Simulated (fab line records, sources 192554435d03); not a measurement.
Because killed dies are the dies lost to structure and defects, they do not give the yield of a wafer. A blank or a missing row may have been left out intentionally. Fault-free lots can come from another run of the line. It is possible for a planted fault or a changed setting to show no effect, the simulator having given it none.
Split-lot trial / flow n5-finfet / 7 lots, 21 wafers read, on a route of 1938 steps

== ABOUT THE SPLIT ==
At N5_BEOL_M8_ETCH_65 (etches SiARC in CF4, target depth 15.6 nm, time 26 s), the setting source-w was moved away from the recipe's 545 W on 6 of the 21 wafers read, by +5.9% to +9.4%. The other wafers ran this setting at the recipe's value.

The reading is taken at the split's own step.

== THE READING ==
rf-vpp-V, in V, at N5_BEOL_M8_ETCH_65 (etches SiARC in CF4, target depth 15.6 nm, time 26 s). On this fab line, fault-free wafers typically give 184.2 V with a standard deviation of 1.2 V.

wafer=L075.2; tool, chamber at the split=rie-diel-01, 3; source-w as run, W=592.8; against the recipe=+8.8%; rf-vpp-V, V=177.9; against lot-mates on the recipe=-5.9
wafer=L075.4; tool, chamber at the split=rie-diel-01, 0; source-w as run, W=545; against the recipe=recipe; rf-vpp-V, V=183.8; against lot-mates on the recipe=-
wafer=L075.5; tool, chamber at the split=rie-diel-01, 0; source-w as run, W=592.8; against the recipe=+8.8%; rf-vpp-V, V=178.8; against lot-mates on the recipe=-5.0
wafer=L077.1; tool, chamber at the split=rie-diel-01, 1; source-w as run, W=545; against the recipe=recipe; rf-vpp-V, V=182.8; against lot-mates on the recipe=-
wafer=L077.3; tool, chamber at the split=rie-diel-01, 2; source-w as run, W=545; against the recipe=recipe; rf-vpp-V, V=184.5; against lot-mates on the recipe=-
wafer=L077.5; tool, chamber at the split=rie-diel-01, 1; source-w as run, W=545; against the recipe=recipe; rf-vpp-V, V=184.6; against lot-mates on the recipe=-
wafer=L080.2; tool, chamber at the split=rie-diel-01, 1; source-w as run, W=545; against the recipe=recipe; rf-vpp-V, V=182.8; against lot-mates on the recipe=-
wafer=L080.5; tool, chamber at the split=rie-diel-01, 1; source-w as run, W=577.1; against the recipe=+5.9%; rf-vpp-V, V=180.3; against lot-mates on the recipe=-2.5
wafer=L080.6; tool, chamber at the split=rie-diel-01, 2; source-w as run, W=577.1; against the recipe=+5.9%; rf-vpp-V, V=179.5; against lot-mates on the recipe=-3.3
wafer=L085.2; tool, chamber at the split=rie-diel-04, 2; source-w as run, W=545; against the recipe=recipe; rf-vpp-V, V=184.2; against lot-mates on the recipe=-
wafer=L085.3; tool, chamber at the split=rie-diel-04, 0; source-w as run, W=545; against the recipe=recipe; rf-vpp-V, V=185.8; against lot-mates on the recipe=-
wafer=L085.4; tool, chamber at the split=rie-diel-04, 3; source-w as run, W=545; against the recipe=recipe; rf-vpp-V, V=183.8; against lot-mates on the recipe=-
wafer=L095.3; tool, chamber at the split=rie-diel-04, 1; source-w as run, W=545; against the recipe=recipe; rf-vpp-V, V=184.0; against lot-mates on the recipe=-
wafer=L095.4; tool, chamber at the split=rie-diel-04, 2; source-w as run, W=545; against the recipe=recipe; rf-vpp-V, V=184.6; against lot-mates on the recipe=-
wafer=L095.6; tool, chamber at the split=rie-diel-04, 1; source-w as run, W=545; against the recipe=recipe; rf-vpp-V, V=183.8; against lot-mates on the recipe=-
wafer=L097.3; tool, chamber at the split=rie-diel-02, 0; source-w as run, W=545; against the recipe=recipe; rf-vpp-V, V=183.3; against lot-mates on the recipe=-
wafer=L097.4; tool, chamber at the split=rie-diel-02, 2; source-w as run, W=545; against the recipe=recipe; rf-vpp-V, V=186.1; against lot-mates on the recipe=-
wafer=L097.5; tool, chamber at the split=rie-diel-02, 1; source-w as run, W=545; against the recipe=recipe; rf-vpp-V, V=184.5; against lot-mates on the recipe=-
wafer=L096.1; tool, chamber at the split=rie-diel-04, 2; source-w as run, W=545; against the recipe=recipe; rf-vpp-V, V=183.9; against lot-mates on the recipe=-
wafer=L096.3; tool, chamber at the split=rie-diel-04, 3; source-w as run, W=596; against the recipe=+9.4%; rf-vpp-V, V=179.1; against lot-mates on the recipe=-4.8
wafer=L096.4; tool, chamber at the split=rie-diel-04, 0; source-w as run, W=596; against the recipe=+9.4%; rf-vpp-V, V=180.0; against lot-mates on the recipe=-3.9

FIT RESULTS
A straight line over all 21 wafers: rf-vpp-V changes by -0.594 V for each +1% of source-w; r = -0.93; the points scatter about the line by 0.94 V.
The same after taking each lot's own level away (the mean of its wafers on the recipe; 21 wafers): -0.531 V for each +1%; r = -0.93; scatter 0.79 V.
Per that fit: largest source-w move, reading shift of 5 V.
Across the lots, their own levels run from 182.80 to 184.63 V, a range of 1.5 times the standard deviation given above.
So the slope is not independent of the lot-to-lot level: the two fits are not the same.
Check: for one of the wafers moved furthest among these (+9.4%), held out of the fit, the line's prediction against its lot-mates is -5.01 V. Against them it came out at -4.8 V.
Tool readings at the split's step, against how far the setting was moved: rf-vpp-V r = -0.93.

== THE FILE'S OWN FIT ==
rf-vpp-V changes by -0.526 V for each +1% of source-w, r = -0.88.
